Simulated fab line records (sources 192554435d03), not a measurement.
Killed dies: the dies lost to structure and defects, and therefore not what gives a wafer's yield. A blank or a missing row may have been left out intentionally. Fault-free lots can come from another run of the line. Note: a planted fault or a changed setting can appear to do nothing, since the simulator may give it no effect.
Chamber matching | flow n5 finfet | rie si-06 running N5_FIN_SAQP_FIN_ETCH_36: 4 sister chambers
The step etches the open film in HBr/Cl2/O2, target depth 120 nm, time 50.4 s. 22 wafers are shown with their chamber, then 11 later ones without.

== WAFERS PAIRED WITH THEIR CHAMBERS ==
wafer  | chamber | drypump motor current A (A) | throttle valve pct (%) | oes product au (a.u.)
L074.2 | 3       | 5.3                         | 36.13                  | 0.994
L074.3 | 2       | 4.8                         | 36.08                  | 1.003
L074.5 | 3       | 5.3                         | 36.14                  | 0.988
L075.2 | 2       | 4.9                         | 36.10                  | 1.006
L075.3 | 3       | 5.3                         | 36.15                  | 0.985
L075.4 | 1       | 4.9                         | 35.56                  | 0.992
L076.1 | 1       | 4.9                         | 35.55                  | 1.002
L076.2 | 0       | 5.5                         | 36.10                  | 1.017
L076.5 | 1       | 4.9                         | 35.54                  | 1.002
L077.1 | 2       | 4.9                         | 36.09                  | 1.008
L077.2 | 0       | 5.5                         | 36.11                  | 1.009
L077.3 | 1       | 4.9                         | 35.54                  | 1.002
L084.2 | 1       | 4.9                         | 35.56                  | 1.000
L084.3 | 2       | 4.8                         | 35.39                  | 1.006
L084.6 | 0       | 5.6                         | 36.12                  | 1.012
L085.1 | 1       | 4.9                         | 35.54                  | 0.999
L085.2 | 2       | 4.8                         | 35.38                  | 1.007
L085.3 | 0       | 5.5                         | 36.11                  | 1.013
L086.3 | 1       | 4.9                         | 35.55                  | 0.999
L086.5 | 0       | 5.5                         | 36.11                  | 0.999
L086.6 | 3       | 5.3                         | 36.13                  | 0.995
L087.3 | 2       | 4.9                         | 35.39                  | 1.007

SIGNATURES, as means of the wafers listed above
reading                 | chamber 0 | chamber 1 | chamber 2 | chamber 3 | scatter within a chamber
drypump motor current A | 5.520     | 4.900     | 4.850     | 5.300     | 0.0357
throttle valve pct      | 36.1100   | 35.5486   | 35.7383   | 36.1375   | 0.203
oes product au          | 1.01000   | 0.99943   | 1.00617   | 0.99050   | 0.00437
Rule: for each reading, subtract the chamber's mean from the wafer's reading, divide by that reading's scatter and square the result; add these up over the readings and take the root, which gives the wafer's distance from the chamber. If the next closest chamber is less than 2 further off than the closest, the wafer can't be placed; otherwise it belongs to the closest. The scatter: the root of (the sum of the squares of (reading less its chamber's mean) over the shown wafers, divided by (wafers less chambers)).

== WAFERS MISSING THEIR CHAMBER ==
wafer  | drypump motor current A (A) | throttle valve pct (%) | oes product au (a.u.)
L087.4 | 5.2                         | 36.11                  | 1.004
L087.5 | 4.9                         | 35.51                  | 1.011
L088.1 | 4.9                         | 35.41                  | 1.009
L088.4 | 5.5                         | 36.11                  | 0.999
L088.5 | 4.9                         | 35.53                  | 1.002
L092.1 | 5.5                         | 36.11                  | 1.005
L092.2 | 4.9                         | 35.53                  | 1.005
L092.5 | 5.3                         | 36.14                  | 0.989
L094.1 | 4.8                         | 35.41                  | 1.005
L094.2 | 4.9                         | 35.53                  | 0.998
L094.4 | 5.3                         | 36.13                  | 0.994

== EACH ONE'S CHAMBER ==
wafer  | from the rows above     | in truth
L087.4 | 3                       | 3
L087.5 | can't be placed: 2 or 1 | 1
L088.1 | can't be placed: 2 or 1 | 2
L088.4 | 0                       | 0
L088.5 | can't be placed: 1 or 2 | 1
L092.1 | 0                       | 0
L092.2 | can't be placed: 1 or 2 | 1
L092.5 | 3                       | 3
L094.1 | can't be placed: 2 or 1 | 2
L094.2 | 1                       | 1
L094.4 | 3                       | 3
Correct placement for 6 of the 11. These rows do not allow placing 5 (true chamber among the candidates in 5). Number placed wrongly: 0.
